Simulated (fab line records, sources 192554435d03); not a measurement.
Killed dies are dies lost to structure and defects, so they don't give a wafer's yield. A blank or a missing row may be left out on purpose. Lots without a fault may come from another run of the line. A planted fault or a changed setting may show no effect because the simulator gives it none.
Chamber matching | flow n5_finfet | N5_BEOL_M12_CMP_49 on cmp-01: 4 sister chambers
The step polishes, stops on SiOC, t overpolish 20.6 s, target thk 320 nm. 4 wafers are shown with their chamber, then 7 later ones without.

WAFERS WITH THEIR CHAMBER
wafer  | chamber | motor_current_A (A)
L086.1 | 0       | 6.5
L086.3 | 1       | 5.6
L093.4 | 3       | 6.2
L091.3 | 2       | 6.4

WAFERS WITHOUT THEIR CHAMBER
wafer  | motor_current_A (A)
L092.1 | 6.3
L092.2 | 6.9
L092.3 | 5.2
L097.1 | 6.8
L097.3 | 6.4
L096.1 | 6.3
L096.4 | 6.7

WHICH CHAMBER EACH WENT THROUGH
wafer  | from the rows above          | in truth
L092.1 | can't be placed: 3 or 2 or 0 | 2
L092.2 | can't be placed: 0 or 2 or 3 | 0
L092.3 | 1                            | 1
L097.1 | can't be placed: 0 or 2 or 3 | 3
L097.3 | can't be placed: 2 or 0 or 3 | 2
L096.1 | can't be placed: 3 or 2 or 0 | 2
L096.4 | can't be placed: 0 or 2 or 3 | 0
Placed correctly: 1 of 7. Can't be placed from these rows: 6 (the true chamber is among the candidates in 6). Placed wrongly: 0.
How it was worked out, from the rows above alone: a wafer's distance from a chamber is the root of the sum, over the readings, of the square of ((its reading less the chamber's mean) divided by the reading's scatter). The wafer belongs to the nearest chamber; if the next one is less than 2 further off, it can't be placed. A chamber's mean is the mean of its shown wafers. The scatter: with one shown wafer a chamber, the root of the mean of the squares of how far each hidden wafer lies from its nearest shown one.
